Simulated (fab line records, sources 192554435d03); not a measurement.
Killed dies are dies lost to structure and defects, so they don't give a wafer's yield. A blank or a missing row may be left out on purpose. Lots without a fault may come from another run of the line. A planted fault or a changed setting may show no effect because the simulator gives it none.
A struck lot beside a sound one | flow n5_finfet | 14 steps out of a route of 1938
Sound: wafers L550.2, L550.3, L550.4. Struck: wafer L537.6. (L537.5 of the same lot was not struck and is left out.) The cause comes at the end.
At each step with rows: each side's tool, then ch and its chambers, then its first start. Under that, the readings that differ: sound wafers | struck wafers | difference of the means | sigmas: that difference in standard deviations of wafers without a fault.
alike: readings whose means differ by less than 2 such deviations, and words and numbers that are the same on both sides. not compared: withheld readings, readings that some wafer has no value for, bounds like >300 that may hide the same value, and numbers for which the record gives no deviation and whose values overlap.
The two part at a step that has a row with sigmas, a row that says differs or no value, or rows on one side only. Numbers that don't overlap but have no deviation are shown without sigmas and don't part them. A reading that every wafer of one side lacks parts them only if that side has two wafers or more.

first, 2 steps without rows for these wafers: N5_BEOL_M11_PRECLEAN_42 (cleans in residue remover, time 60 s); N5_BEOL_M11_SRD_43 (time 30 s).
N5_BEOL_M11_CD_MEAS_35: target cd 70 nm.
  sound on cd_sem-02, day 14 23:42; struck on cd_sem-01, day 11 11:35
  alike: cd_nm
N5_BEOL_M11_CURE_72: cures SiCOH lowk, time 120 s.
  sound on uv_cure-02 ch 2, day 14 23:53; struck on uv_cure-01 ch 0, day 11 11:49
  reading          | sound             | struck | difference | sigmas
  wafer_temp_C_max | 373.1 373.2 373.4 | 371.4  | -1.8       | -3
  alike: lamp_power_pct
N5_BEOL_M11_DEGAS_44: time 60 s.
  sound on pvd_sputter-03, day 15 00:31; struck on pvd_sputter-01, day 11 12:52
  alike: heater_power_w, susceptor_temp_C
N5_BEOL_M11_PRE_CLEAN_45: time 30 s.
  sound on pvd_sputter-03, day 15 00:34; struck on pvd_sputter-01, day 11 12:55
  alike: heater_power_w, susceptor_temp_C
N5_BEOL_M11_ALD_74: deposits TaN, target thk 2 nm, pulse time 2 s, purge time 3 s.
  sound on ald_metal-04 ch 0,1,2, day 15 00:37; struck on ald_metal-01 ch 3, day 11 13:09
  alike: heater_power_w, susceptor_temp_C
N5_BEOL_M11_SURFACE_TREAT_76:
  sound on pvd_sputter-03, day 15 01:10; struck on pvd_sputter-01, day 11 13:32
  not compared: throttle_valve_pct
then, 4 steps without rows for these wafers: N5_BEOL_M11_CVD_75 (deposits Co from CCTBA/H2, target thk 2 nm, time 138.9 s); N5_BEOL_M11_SPUTTER_48 (material Cu, target thk 12 nm, time 2 s); N5_BEOL_M11_ECD_50 (material Cu, target thk 318 nm); N5_BEOL_M11_ANNEAL_51 (time 90 s).
N5_BEOL_M11_CMP_52: polishes, stops on SiCOH lowk, t overpolish 7 s, target thk 140 nm.
  sound on cmp-01 ch 0,2,3, day 15 02:31; struck on cmp-04 ch 3, day 11 14:42
  reading                      | sound          | struck | difference | sigmas
  barrier_field_endpoint_s (s) | 29.4 29.4 29.9 | 16.3   | -13.3      | -18
  time_to_endpoint_s (s)       | 63 64 62       | 37     | -26        | -8
  alike: motor_current_A, overpolish_run_s, platen_rpm
N5_PASSIVATION_PROBE_49:
  sound on prober-01, day 16 22:05; struck on prober-02, day 13 04:30
  reading                  | sound          | struck | difference | sigmas
  defect_limited_yield (%) | 89.6 87.8 88.9 | 94.2   | +5.4       | +3
  killed_at_contacts       | 14 24 17       | 6      | -12        | -2
  killed_at_front_end      | 64 59 59       | 22     | -39        | -3
  killed_dies              | 123 144 131    | 69     | -64        | -4
  killed_open              | 89 102 89      | 41     | -52        | -4
  sort_bin_5_function (%)  | 6.4 7.1 6.7    | 3.2    | -3.5       | -3
  sort_bin_6_memory (%)    | 3.8 5.1 4.1    | 2.2    | -2.1       | -3
  sort_n_pass              | 1057 1036 1049 | 1111   | +64        | +4
  sort_yield_pct (%)       | 89.6 87.8 88.9 | 94.2   | +5.4       | +3
  alike: killed_at_M0_to_M3, killed_at_M4_up, killed_at_other, killed_short, sort_bin_4_leakage

WHERE THEY PART
First at N5_BEOL_M11_CURE_72; last, within this record, at N5_PASSIVATION_PROBE_49.

WHY: what the simulator had put in
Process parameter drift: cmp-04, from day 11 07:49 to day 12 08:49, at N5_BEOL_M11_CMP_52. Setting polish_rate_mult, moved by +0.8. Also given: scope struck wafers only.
